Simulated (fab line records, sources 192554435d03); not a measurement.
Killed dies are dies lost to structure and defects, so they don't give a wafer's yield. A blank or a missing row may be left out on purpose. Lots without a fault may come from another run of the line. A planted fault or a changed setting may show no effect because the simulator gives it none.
fab line records | flow n5_finfet
record lots=6 wafers=16 last_day=18
route steps=1938 shown BEOL_M1@785 BEOL_M4@1111 PASSIVATION@1936
lots that met no fault: from a run of the same line without faults
start_h: hours from the record's first day to the start of the lot's first wafer shown | wait_h: hours since the lot's step before | " the same as in the row above | L1.1+2: a row that stands for several wafers | - no value, or no start given | * or withheld: withheld | < > ~ a bound
route shown NAME@n: a module of which the file shows steps, and the number in the route of the first | usual: mean/standard deviation of fault-free wafers | same: alike in all rows | chamber/n: place in a boat | sites: the reading at each site | _std_site: their standard deviation | _edge_site: outer sites' mean less inner sites' | radius_mm: how far each site lies from the wafer's centre | mask NAME#n: copy n | behind: the tool/chamber that last shaped the wafer | hold: why the lot was held/for how many hours/how that ended | device: the transistor (n, p or np) that didn't switch | end of line: the same wafers' tests at the end of the route | a step without rows: its recipe alone | killed: dies lost to structure and defects at the first sort, not the wafer's yield | map: a wafer's dies, x killed, . not, _ none there
set.NAME: the setting as run; set.NAME@STEP: as run at that earlier step | model.NAME: the simulator's own value behind a step, which no gauge read
lots at some steps of the route; a table a step, a row a wafer
services: from which hour (start_h, from the record's first day; less than 0 if before it) a tool's chamber was out of use, for how many hours, and why
## steps
# step N5_BEOL_M1_DEVELOP_27
# recipe develop_time_s=30 developer=TMAH resist=CAR-EUV rinse_liquid=surfactant_rinse dry=air_spin dev_temp_c=23
# step N5_BEOL_M1_CD_MEAS_28
# recipe landing_energy_ev=500 detector=se_inlens target_cd_y_nm=23.3
# usual cd_nm=23.97/0.23
# columns lot.wafer tool chamber start_h wait_h cd_nm
L249.1 cd_sem-02 0 158.95 - 24.11
L249.2 " 0 " " 23.67
L249.3 " 0 " " 23.75
L251.1 cd_sem-03 0 172.03 - 24.28
L251.2 " 0 " " 23.76
L251.5 " 0 " " 24.27
L255.1 cd_sem-01 0 205.47 - 23.89
L255.4 " 0 " " 23.61
L255.5 " 0 " " 23.85
L257.2 cd_sem-02 0 209.11 - 23.71
L257.4 " 0 " " 24.22
L259.2 cd_sem-02 0 218.01 - 23.95
L259.6 " 0 " " 24.05
L265.1 cd_sem-02 0 252.76 - 24.07
L265.2 " 0 " " 23.73
L265.6 " 0 " " 23.68
# step N5_BEOL_M1_OVL_MEAS_29
# recipe points_per_wafer=522
# usual V0_OVL=-0.5/0.65
# columns lot.wafer tool chamber start_h wait_h V0_OVL[nm]
L249.1 overlay-01 0 158.98 0.0 -0.2
L249.2 " 0 " " -0.1
L249.3 " 0 " " 0.3
L251.1 overlay-01 0 172.06 0.0 -0.4
L251.2 " 0 " " -0.1
L251.5 " 0 " " 0.2
L255.1 overlay-01 0 205.50 0.0 -0.9
L255.4 " 0 " " -0.8
L255.5 " 0 " " 0.1
L257.2 overlay-02 0 209.15 0.0 -0.4
L257.4 " 0 " " 0.4
L259.2 overlay-01 0 218.04 0.0 -0.7
L259.6 " 0 " " -0.7
L265.1 overlay-01 0 252.79 0.0 0.9
L265.2 " 0 " " -0.4
L265.6 " 0 " " 0.1
# step N5_BEOL_M1_INSPECT_30
# recipe mode=adi inspect_instrument=brightfield
# usual raw_defect_count=430/97
# columns lot.wafer tool chamber start_h wait_h raw_defect_count
L249.1 defect_inspect-01 - 159.04 0.1 460
L249.2 " - " " 494
L249.3 " - " " 503
L251.1 defect_inspect-02 - 172.12 0.1 548
L251.2 " - " " 584
L251.5 " - " " 329
L255.1 defect_inspect-02 - 205.56 0.1 310
L255.4 " - " " 316
L255.5 " - " " 318
L257.2 defect_inspect-02 - 209.20 0.0 417
L257.4 " - " " 406
L259.2 defect_inspect-02 - 218.10 0.0 396
L259.6 " - " " 307
L265.1 defect_inspect-01 - 252.85 0.1 429
L265.2 " - " " 469
L265.6 " - " " 343
# step N5_BEOL_M1_DESCUM_33
# recipe chemistry=O2 time_s=7 source_power_w=50 bias_power_w=20 pressure_mtorr=20 rf_frequency_hz=2.712e+07 temp_c=40 resist=CAR-EUV o2_flow_sccm=225
# step N5_BEOL_M1_ETCH_77
# recipe chemistry=N2/H2 target=underlayer target_depth_a=65 mask_material=CAR-EUV time_s=5.2 ion_energy_ev=200 pressure_mtorr=30 source_w=840 bias_w=150 n2_flow_sccm=200 h2_flow_sccm=200 ends=cleared
# usual drypump_motor_current_A=5.6/0.41 etch_rf_on_time_s=5.18/0.12 oes_product_au=0.69/0.076 rf_vpp_V=523.7/2.8 showerhead_plenum_p_Torr=2.53/0.09 throttle_valve_pct=17.81/0.29
# columns lot.wafer tool chamber start_h wait_h drypump_motor_current_A etch_rf_on_time_s oes_product_au rf_hours_counter_h rf_vpp_V showerhead_plenum_p_Torr throttle_valve_pct
L249.1 rie_diel-03 2 159.11 0.0 5.9 5.29 0.60 210 521.1 2.42 17.86
L249.2 " 0 " " 5.8 5.45 0.60 165 526.2 2.65 18.26
L249.3 " 3 " " 5.9 5.09 0.79 14 526.6 2.57 17.44
L251.1 rie_diel-03 0 172.19 0.0 5.8 5.34 0.61 172 525.6 2.65 18.29
L251.2 " 2 " " 6.0 5.32 0.60 213 518.6 2.41 17.86
L251.5 " 2 " " 6.0 5.35 0.61 - 522.0 2.41 17.86
L255.1 rie_diel-03 1 205.63 0.0 5.0 5.03 0.81 12 525.5 2.62 17.94
L255.4 " 3 " " 5.9 5.08 0.76 32 523.9 2.56 17.49
L255.5 " 2 " " 6.0 5.37 0.58 - 519.1 2.41 17.87
L257.2 rie_diel-04 1 209.27 0.0 5.1 5.19 0.57 243 520.7 2.48 17.80
L257.4 " 3 " " 5.4 5.28 0.71 43 528.3 2.71 17.41
L259.2 rie_diel-05 2 218.17 0.0 5.8 5.22 0.63 150 525.1 2.54 18.08
L259.6 " 2 " " 5.8 5.23 0.62 - 525.5 2.54 18.09
L265.1 rie_diel-05 2 252.92 0.0 5.8 5.22 0.62 160 525.2 2.53 18.14
L265.2 " 3 " " 5.5 5.13 0.68 100 524.6 2.54 17.91
L265.6 " 3 " " 5.5 5.11 0.69 - 526.3 2.54 17.90
# step N5_BEOL_M1_ETCH_69
# recipe chemistry=CF4 target=SiARC target_depth_a=156 mask_material=CAR-EUV time_s=26 ion_energy_ev=80 pressure_mtorr=40 source_w=545 bias_w=36 Ar_flow_sccm=100 cf4_flow_sccm=100 ends=cleared
# usual drypump_motor_current_A=5.6/0.41 etch_rf_on_time_s=25.9/0.56 oes_product_au=0.69/0.075 rf_vpp_V=184.0/1.2 showerhead_plenum_p_Torr=2.13/0.075 throttle_valve_pct=15.53/0.25
# columns lot.wafer tool chamber start_h wait_h drypump_motor_current_A etch_rf_on_time_s oes_product_au rf_hours_counter_h rf_vpp_V showerhead_plenum_p_Torr throttle_valve_pct
L249.1 rie_diel-03 2 159.12 0.0 6.0 26.9 0.59 210 183.1 2.04 15.65
L249.2 " 0 " " 5.8 26.7 0.61 165 185.9 2.22 15.99
L249.3 " 3 " " 5.9 25.6 0.79 14 184.3 2.20 15.45
L251.1 rie_diel-03 0 172.21 0.0 5.8 26.1 0.62 172 184.7 2.22 16.01
L251.2 " 2 " " 5.9 26.5 0.60 213 182.1 2.04 15.63
L251.5 " 2 " " 6.0 26.5 0.59 - 183.8 2.04 15.62
L255.1 rie_diel-03 1 205.64 0.0 4.9 25.1 0.82 12 186.2 2.19 15.42
L255.4 " 3 " " 5.9 25.5 0.76 32 184.5 2.19 15.48
L255.5 " 2 " " 6.0 26.8 0.59 - 181.8 2.04 15.67
L257.2 rie_diel-04 1 209.29 0.0 5.0 26.3 0.56 243 183.2 2.10 15.75
L257.4 " 3 " " 5.4 26.6 0.72 43 186.8 2.28 15.14
L259.2 rie_diel-05 2 218.18 0.0 5.8 26.8 0.62 150 184.2 2.14 15.75
L259.6 " 2 " " 5.8 26.8 0.63 - 184.2 2.14 15.75
L265.1 rie_diel-05 2 252.93 0.0 5.8 26.4 0.62 160 183.2 2.14 15.77
L265.2 " 3 " " 5.5 25.7 0.68 100 184.7 2.15 15.66
L265.6 " 3 " " 5.4 25.6 0.69 - 185.6 2.15 15.65
# step N5_BEOL_M1_ALD_98
# recipe material=SiO2 target_thk_a=25 temp_c=100 ald_precursor_family=BDEAS ald_co_reactant=O2-plasma pulse_time_s=1 co_reactant_pulse_time_s=1 purge_time_s=2 co_reactant_purge_time_s=2 ald_cycles=17 pressure_torr=2
# usual heater_power_w=80/7.8 precursor_pulse_height_rel=1.001/0.02
# columns lot.wafer tool chamber start_h wait_h heater_power_w precursor_pulse_height_rel
L249.1 ald_sin-02 1 159.37 0.2 87 1.002
L249.2 " 2 " " 71 0.999
L249.3 " 0 " " 81 1.035
L251.1 ald_sin-02 0 172.29 0.1 79 0.967
L251.2 " 1 " " 86 1.005
L251.5 " 3 " " 72 0.976
L255.1 ald_sin-01 2 205.72 0.1 94 1.000
L255.4 " 0 " " 73 0.995
L255.5 " 2 " " 90 1.014
L257.2 ald_sin-02 0 209.37 0.1 78 0.993
L257.4 " 2 " " 67 0.998
L259.2 ald_sin-04 3 218.44 0.2 79 1.028
L259.6 " 2 " " 81 0.954
L265.1 ald_sin-04 1 253.11 0.1 74 1.000
L265.2 " 3 " " 79 1.012
L265.6 " 0 " " 88 1.025
# step N5_BEOL_M1_ETCHBACK_99
# recipe chemistry=CHF3 target=SiO2 target_depth_a=50 time_s=10.4 source_w=215 bias_w=47 Ar_flow_sccm=200 CHF3_flow_sccm=12 ion_energy_ev=100 pressure_mtorr=30
# usual drypump_motor_current_A=5.6/0.45 oes_f_703_au=0.79/0.087 oes_product_au=0.79/0.084 rf_vpp_V=241/5 showerhead_plenum_p_Torr=2.13/0.077 throttle_valve_pct=17.03/0.23
# same time_s=10.4
# columns lot.wafer tool chamber start_h wait_h drypump_motor_current_A oes_f_703_au oes_product_au rf_hours_counter_h rf_vpp_V showerhead_plenum_p_Torr throttle_valve_pct
L249.1 rie_diel-04 3 165.14 5.7 5.4 0.86 0.86 30 245 2.30 16.58
L249.2 " 1 " " 5.0 0.67 0.68 230 247 2.12 17.20
L249.3 " 2 " " 5.0 0.78 0.74 170 237 2.06 17.07
L251.1 rie_diel-04 2 176.65 4.3 5.0 0.78 0.74 174 238 2.06 17.07
L251.2 " 0 " " 6.3 0.90 0.86 45 236 2.09 17.14
L251.5 " 1 " " 5.0 0.66 0.67 - 247 2.12 17.22
L257.2 rie_diel-04 0 215.25 5.8 6.3 0.88 0.85 56 235 2.08 17.15
L257.4 " 3 " " 5.4 0.83 0.84 45 245 2.30 16.62
L255.1 rie_diel-03 3 215.98 10.2 5.9 0.87 0.89 35 248 2.20 16.99
L255.4 " 2 " " 6.0 0.68 0.69 227 246 2.05 17.15
L255.5 " 1 " " 4.9 0.94 0.94 - 240 2.20 16.90
L259.2 rie_diel-04 2 219.97 1.5 5.0 0.77 0.74 187 237 2.05 17.09
L259.6 " 0 " " 6.3 0.87 0.84 - 233 2.08 17.15
L265.1 rie_diel-03 3 257.72 4.6 6.0 0.86 0.86 48 248 2.20 17.01
L265.2 " 0 " " 5.8 0.70 0.69 199 237 2.22 17.51
L265.6 " 2 " " 6.0 0.67 0.68 - 247 2.04 17.15
# step N5_BEOL_M1_ETCH_70
# recipe chemistry=N2/H2 target=SOC target_depth_a=800 overetch_a=160 mask_material=SiARC temp_c=40 time_s=120 ion_energy_ev=200 pressure_mtorr=30 source_w=840 bias_w=150 n2_flow_sccm=200 h2_flow_sccm=200
# usual drypump_motor_current_A=5.6/0.45 oes_product_au=0.60/0.061 rf_vpp_V=523.3/2.3 run_length_s=143.2/0.43 showerhead_plenum_p_Torr=2.52/0.088 throttle_valve_pct=17.78/0.27
# same time_s=120
# columns lot.wafer tool chamber start_h wait_h drypump_motor_current_A oes_product_au rf_hours_counter_h rf_vpp_V run_length_s showerhead_plenum_p_Torr throttle_valve_pct
L249.1 rie_diel-04 3 165.18 0.0 5.4 0.66 30 527.9 143.4 2.71 17.35
L249.2 " 1 " " 5.1 0.52 230 521.4 143.0 2.49 17.76
L249.3 " 2 " " 5.0 0.57 170 521.1 143.5 2.44 17.86
L251.1 rie_diel-04 2 176.69 0.0 5.0 0.57 174 522.2 143.5 2.44 17.89
L251.2 " 0 " " 6.3 0.65 45 524.5 143.0 2.49 18.06
L251.5 " 1 " " 5.0 0.52 - 522.0 143.2 2.49 17.77
L257.2 rie_diel-04 0 215.29 0.0 6.3 0.64 56 522.2 143.0 2.48 18.07
L257.4 " 3 " " 5.4 0.65 45 526.5 142.9 2.71 17.37
L255.1 rie_diel-03 3 216.02 0.0 5.9 0.67 35 524.9 143.3 2.56 17.45
L255.4 " 2 " " 6.0 0.54 227 520.3 143.3 2.41 17.83
L255.5 " 1 " " 4.9 0.71 - 524.6 143.0 2.62 17.91
L259.2 rie_diel-04 2 220.00 0.0 5.0 0.56 187 520.0 143.5 2.43 17.92
L259.6 " 0 " " 6.3 0.63 - 521.8 143.0 2.48 18.09
L265.1 rie_diel-03 3 257.75 0.0 5.9 0.66 48 524.7 143.1 2.55 17.46
L265.2 " 0 " " 5.8 0.55 199 525.5 142.6 2.64 18.29
L265.6 " 2 " " 6.0 0.53 - 518.9 143.3 2.40 17.87
# step N5_BEOL_M1_STRIP_71
# recipe chemistry=N2/H2 temp_c=40 n2_flow_sccm=200 h2_flow_sccm=200 rf_frequency_hz=6e+07
# step N5_BEOL_M1_STRIP_78
# recipe chemistry=N2/H2 temp_c=40 n2_flow_sccm=200 h2_flow_sccm=200 rf_frequency_hz=6e+07
# step N5_BEOL_M1_VIA_ETCH_34
# recipe chemistry=C4F6/O2 target_depth_a=678 mask_material=SOC pressure_mtorr=15 ion_energy_ev=250 taper_deg=4 time_s=64.4 source_w=350 bias_w=170 Ar_flow_sccm=300 C4F6_flow_sccm=10 O2_flow_sccm=10
# usual drypump_motor_current_A=5.6/0.45 oes_f_703_au=0.79/0.087 oes_product_au=0.79/0.084 rf_vpp_V=666/14 run_length_s=87.6/0.45 showerhead_plenum_p_Torr=2.82/0.099 throttle_valve_pct=30.71/0.28
# columns lot.wafer tool chamber start_h wait_h drypump_motor_current_A oes_f_703_au oes_product_au rf_hours_counter_h rf_vpp_V run_length_s showerhead_plenum_p_Torr throttle_valve_pct model.etch.depth_nm model.SOC_of_BEOL_M1_COAT_67.thk_nm
L249.1 rie_diel-04 3 165.28 0.0 5.4 0.85 0.87 30 675 87.1 3.04 30.28 67.8 52
L249.2 " 1 " " 5.0 0.66 0.68 230 682 87.7 2.80 30.81 68.47 52.2
L249.3 " 2 " " 5.0 0.78 0.75 170 656 87.8 2.72 30.67 67.84 52.2
L251.1 rie_diel-04 2 176.79 0.0 5.0 0.78 0.74 174 658 87.9 2.72 30.68 67.18 51.8
L251.2 " 0 " " 6.3 0.90 0.86 45 653 87.5 2.76 30.83 69 51.8
L251.5 " 1 " " 5.1 0.66 0.68 - 681 87.3 2.80 30.81 67.97 52
L257.2 rie_diel-04 0 215.39 0.0 6.3 0.87 0.85 56 651 80.5 2.76 30.85 61.85 52.6
L257.4 " 3 " " 5.4 0.83 0.84 45 676 87.6 3.03 30.31 68.04 52
L255.1 rie_diel-03 3 216.12 0.0 5.9 0.87 0.90 35 686 87.8 2.91 30.90 69.71 51.8
L255.4 " 2 " " 6.0 0.67 0.70 227 679 87.6 2.71 30.69 67 51.8
L255.5 " 1 " " 4.9 0.94 0.95 - 662 87.6 2.90 30.81 69.95 51.6
L259.2 rie_diel-04 2 220.11 0.0 4.9 0.77 0.74 187 654 81.0 2.71 30.71 60.82 53
L259.6 " 0 " " 6.3 0.88 0.85 - 650 80.5 2.75 30.84 61.74 53
L265.1 rie_diel-03 3 257.85 0.0 5.9 0.84 0.87 48 685 87.4 2.90 30.93 69.28 52.2
L265.2 " 0 " " 5.8 0.72 0.69 199 653 86.7 2.93 31.15 65.72 52
L265.6 " 2 " " 6.0 0.67 0.68 - 680 87.7 2.70 30.71 66.8 52.2
# step N5_BEOL_M1_STRIP_83
# recipe chemistry=C4F6/O2 resist=SiARC rf_frequency_hz=6e+07
# step N5_BEOL_M4_RC_MEAS_101
# usual DIBL_N=36.9/1.7 DIBL_P=37.3/2.3 IOFF_N=0.16/0.033 IOFF_P=0.22/0.04 ION_N=673/12 ION_P=463/8 SS_N=71.6/0.58 SS_P=73.4/0.74 VT_N=250/3.2 VT_P=-250/3.4
# columns lot.wafer tool chamber start_h wait_h DIBL_N[mV/V] DIBL_P[mV/V] IOFF_N[nA/um] IOFF_P[nA/um] ION_N[uA/um] ION_P[uA/um] SS_N[mV/dec] SS_P[mV/dec] VT_N[mV] VT_P[mV]
L249.1 prober-02 0 204.65 0.0 35.0 37.2 0.14 0.22 662 457 71.4 73.2 252 -251
L249.2 " 0 " " 35.8 37.4 0.16 0.22 672 461 70.9 73.7 248 -250
L249.3 " 0 " " 35.9 38.2 0.16 0.22 679 470 70.7 73.6 249 -250
L251.1 prober-02 0 216.99 0.0 35.8 36.0 0.14 0.18 670 462 71.4 72.7 255 -253
L251.2 " 0 " " 40.1 41.3 0.21 0.28 676 468 72.9 74.5 250 -248
L251.5 " 0 " " 37.4 37.6 0.15 0.21 663 460 71.5 72.8 254 -251
L257.2 prober-02 0 255.07 0.2 36.3 35.5 0.14 0.21 684 471 71.3 73.1 250 -251
L257.4 " 0 " " 39.6 40.3 0.22 0.31 704 488 72.5 74.1 245 -246
L255.1 prober-01 0 256.26 0.0 38.4 38.4 0.19 0.28 691 477 72.0 74.0 249 -243
L255.4 " 0 " " 37.3 37.0 0.17 0.27 687 475 71.6 72.9 249 -244
L255.5 " 0 " " 37.9 37.8 0.17 0.29 674 468 71.4 73.8 250 -242
L259.2 prober-02 0 267.31 0.2 34.5 35.0 0.13 0.19 674 469 71.5 73.1 253 -251
L259.6 " 0 " " 34.3 34.2 0.13 0.19 662 455 71.2 73.2 251 -252
L265.1 prober-02 0 307.44 0.0 37.5 38.2 0.14 0.21 665 464 71.6 74.4 253 -250
L265.2 " 0 " " 38.8 40.8 0.19 0.26 682 473 71.6 74.9 248 -251
L265.6 " 0 " " 36.7 37.2 0.14 0.20 672 461 71.2 73.6 255 -253
# step N5_PASSIVATION_PROBE_49
# usual defect_limited_yield=91.2/1.3 killed_at_M0_to_M3=34/10 killed_at_M4_up=13/4.6 killed_at_contacts=13/5.5 killed_at_front_end=41/12 killed_at_other=2.8/2.4 killed_dies=104/16 killed_open=67/12 killed_short=33/7.2 sort_bin_5_function=5.1/0.86 sort_bin_6_memory=3.3/0.62 sort_n_pass=1076/16 sort_yield_pct=91.2/1.3
# same gross_dies=1180 killed_at_back_side=0 sort_bin_4_leakage[%]=0 sort_bin_8_speed[%]=0
# columns lot.wafer tool chamber start_h wait_h defect_limited_yield[%] killed_at_M0_to_M3 killed_at_M4_up killed_at_contacts killed_at_front_end killed_at_other killed_dies killed_open killed_short sort_bin_5_function[%] sort_bin_6_memory[%] sort_n_pass sort_yield_pct[%]
L251.1 prober-01 - 326.09 0.0 92.5 36 15 4 28 6 89 64 21 4.4 2.9 1091 92.5
L251.2 prober-01 - 326.14 0.1 91.0 38 14 18 34 2 106 67 33 5.0 3.9 1074 91.0
L251.5 prober-01 - 326.29 0.2 92.0 27 6 18 40 3 94 62 28 4.6 3.1 1086 92.0
L257.2 prober-02 - 359.04 0.1 92.5 32 11 15 30 1 89 54 32 3.9 3.1 1091 92.5
L257.4 prober-02 - 359.14 0.2 89.2 32 17 4 72 2 127 75 48 5.5 4.7 1053 89.2
L255.1 prober-02 - 364.53 0.0 93.1 30 11 13 27 1 82 46 32 3.9 2.7 1098 93.1
L255.4 prober-02 - 364.68 0.2 92.0 32 10 8 42 2 94 62 28 5.0 2.5 1086 92.0
L255.5 prober-02 - 364.73 0.2 90.6 49 8 12 40 2 111 59 49 6.1 2.6 1069 90.6
L259.2 prober-02 - 376.33 0.1 91.9 32 17 10 37 0 96 63 29 4.5 3.3 1084 91.9
L259.6 prober-02 - 376.53 0.3 90.4 51 17 12 28 5 113 77 28 6.3 3.1 1067 90.4
# killed by level:class
L251.1 BEOL_M3:geometric_particle:open=13 STI_FIN_REVEAL:geometric_particle:open=9 BEOL_M0_SAQP:geometric_particle:open=7 BEOL_M0_SAQP:geometric_particle:short=7 BEOL_M1:geometric_particle:open=5 BEOL_M4:geometric_particle:open=5 FIN_SAQP:geometric_particle:open=4 MOL_CONTACT_COAG:geometric_particle:open=4
L251.2 MOL_CONTACT_COAG:geometric_particle:open=15 BEOL_M2:geometric_particle:open=9 BEOL_M0_SAQP:geometric_particle:short=8 FIN_SAQP:geometric_particle:short=6 GATE_CUT:geometric_particle:short=6 BEOL_M0_SAQP:geometric_particle:open=6 FIN_SAQP:geometric_particle:open=5 GATE_CUT:geometric_particle:open=5
L251.5 MOL_CONTACT_COAG:geometric_particle:open=15 STI_FIN_REVEAL:geometric_particle:open=14 BEOL_M0_SAQP:geometric_particle:open=8 FIN_SAQP:geometric_particle:short=6 BEOL_M3:geometric_particle:open=6 GATE_CUT:geometric_particle:short=5 BEOL_M0_SAQP:geometric_particle:short=4 FIN_SAQP:geometric_particle:open=3
L257.2 MOL_CONTACT_COAG:geometric_particle:open=12 GATE_CUT:geometric_particle:short=8 BEOL_M0_SAQP:geometric_particle:open=7 GATE_CUT:geometric_particle:open=6 BEOL_M1:geometric_particle:open=6 BEOL_M0_SAQP:geometric_particle:short=5 BEOL_M2:geometric_particle:open=4 MOL_CONTACT_COAG:geometric_particle:short=3
L257.4 STI_FIN_REVEAL:geometric_particle:open=15 FIN_SAQP:geometric_particle:short=14 BEOL_M0_SAQP:geometric_particle:short=10 BEOL_M2:geometric_particle:open=8 BEOL_M5:geometric_particle:open=7 FIN_SAQP:geometric_particle:open=6 STI_FIN_REVEAL:geometric_particle:short=6 DUMMY_GATE:geometric_particle:open=6
L255.1 BEOL_M3:geometric_particle:open=10 MOL_CONTACT_COAG:geometric_particle:open=8 BEOL_M0_SAQP:geometric_particle:short=8 GATE_CUT:geometric_particle:short=5 MOL_CONTACT_COAG:geometric_particle:short=5 BEOL_M1:geometric_particle:open=5 BEOL_M4:geometric_particle:open=4 STARTING-WAFER:geometric_particle:short=4
L255.4 GATE_CUT:geometric_particle:short=11 BEOL_M0_SAQP:geometric_particle:open=10 BEOL_M3:geometric_particle:open=10 GATE_CUT:geometric_particle:open=8 MOL_CONTACT_COAG:geometric_particle:open=8 BEOL_M4:geometric_particle:open=6 BEOL_M0_SAQP:geometric_particle:short=4 FIN_SAQP:geometric_particle:open=3
L255.5 BEOL_M0_SAQP:geometric_particle:short=20 BEOL_M3:geometric_particle:open=11 BEOL_M0_SAQP:geometric_particle:open=10 FIN_SAQP:geometric_particle:short=9 MOL_CONTACT_COAG:geometric_particle:open=9 GATE_CUT:geometric_particle:short=6 GATE_CUT:geometric_particle:open=6 FIN_SAQP:geometric_particle:open=5
L259.2 MOL_CONTACT_COAG:geometric_particle:open=8 BEOL_M4:geometric_particle:open=8 DUMMY_GATE:geometric_particle:open=7 BEOL_M0_SAQP:geometric_particle:short=7 FIN_SAQP:geometric_particle:open=6 STI_FIN_REVEAL:geometric_particle:open=6 GATE_CUT:geometric_particle:short=6 BEOL_M0_SAQP:geometric_particle:open=6
L259.6 BEOL_M2:geometric_particle:open=12 BEOL_M3:geometric_particle:open=10 MOL_CONTACT_COAG:geometric_particle:open=9 FIN_SAQP:geometric_particle:open=8 BEOL_M0_SAQP:geometric_particle:short=8 BEOL_M1:geometric_particle:open=8 BEOL_M0_SAQP:geometric_particle:open=7 STI_FIN_REVEAL:geometric_particle:open=5
## services
# columns tool chamber start_h hours kind
rie_diel-03 1 142.65 - clean
rie_diel-03 1 142.65 - consumable_replace:focus_ring
rie_diel-03 1 142.65 26.3 scheduled_down
rie_diel-03 1 142.65 26.3 vent_cycle
ald_sin-01 - 144.75 4.3 pm
rie_diel-03 2 161.67 4.7 repair
ald_sin-01 1 171.53 61.6 repair
ald_sin-02 - 177.93 14.0 pm
ald_sin-02 0 177.93 14.0 vent_cycle
ald_sin-02 1 177.93 14.0 vent_cycle
ald_sin-02 2 177.93 14.0 vent_cycle
ald_sin-02 3 177.93 14.5 vent_cycle
ald_sin-01 0 180.13 1.6 repair
ald_sin-02 0 191.93 - clean
ald_sin-02 1 191.93 - clean
ald_sin-02 2 191.93 - clean
rie_diel-04 - 199.56 1.0 repair
rie_diel-04 1 231.91 - clean
rie_diel-04 1 231.91 - consumable_replace:focus_ring
rie_diel-04 1 231.91 14.9 scheduled_down
rie_diel-04 1 231.91 14.9 vent_cycle
rie_diel-05 - 243.98 0.4 repair
rie_diel-05 1 248.26 8.4 repair
## key
first_sign step=N5_BEOL_M1_VIA_ETCH_34 reading=run_length_s direction=down sigmas=15 usual=* struck=*
effect none on later readings
model_effect step=N5_BEOL_M1_VIA_ETCH_34 value=etch.depth_nm without=68.88 struck=61.47
met_at N5_BEOL_M1_VIA_ETCH_34
struck_wafers L257.2,L259.2,L259.6
onset_between 176.79 215.39
fault kind=process_parameter_drift tool=rie_diel-04 chamber=- onset_h=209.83 steps=N5_BEOL_M1_VIA_ETCH_34 channel=time_s offset=* shape=step end_h=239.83 scope=struck_wafers_only acts_in=* stated=*
